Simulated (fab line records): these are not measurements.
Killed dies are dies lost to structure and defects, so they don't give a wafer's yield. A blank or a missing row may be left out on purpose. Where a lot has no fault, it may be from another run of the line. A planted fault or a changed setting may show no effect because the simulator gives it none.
Chamber matching    flow n5 finfet    N5_GATE_CUT_SAC_CAP_01 on ald sin-01 has 4 sister chambers
The step material SiNx, target thk 24 nm, pulse time 1 s, ald cycles 480. 4 wafers are shown with their chamber, then 7 later ones without.

WAFERS PAIRED WITH THEIR CHAMBERS
wafer   chamber  heater power w (W)
L085.6  3        806
L087.3  2        851
L092.2  1        759
L092.3  0        774

WAFERS MISSING THEIR CHAMBER
wafer   heater power w (W)
L092.5  759
L095.1  787
L095.3  863
L095.4  817
L096.1  860
L096.3  773
L096.4  796

WHICH CHAMBER EACH WENT THROUGH
wafer    from the rows above            in truth
L092.5   can't be placed: 1 or 0        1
L095.1   can't be placed: 0 or 3 or 1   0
L095.3   2                              2
L095.4   3                              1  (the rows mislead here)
L096.1   2                              2
L096.3   can't be placed: 0 or 1        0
L096.4   can't be placed: 3 or 0        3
Correctly placed: 2 of 7. Can't be placed from these rows: 4 (the true chamber is among the candidates in 4). Placed wrongly: 1.
How it was worked out, from the rows above alone: a wafer's distance from a chamber is the root of the sum, over the readings, of the square of ((its reading less the chamber's mean) divided by the reading's scatter). The wafer belongs to the nearest chamber; if the next one is less than 2 further off, it can't be placed. The mean given for a chamber averages the wafers shown for that chamber. The scatter (one wafer shown for each chamber): square how far every hidden wafer sits from the nearest shown wafer, average those squares and take the square root.
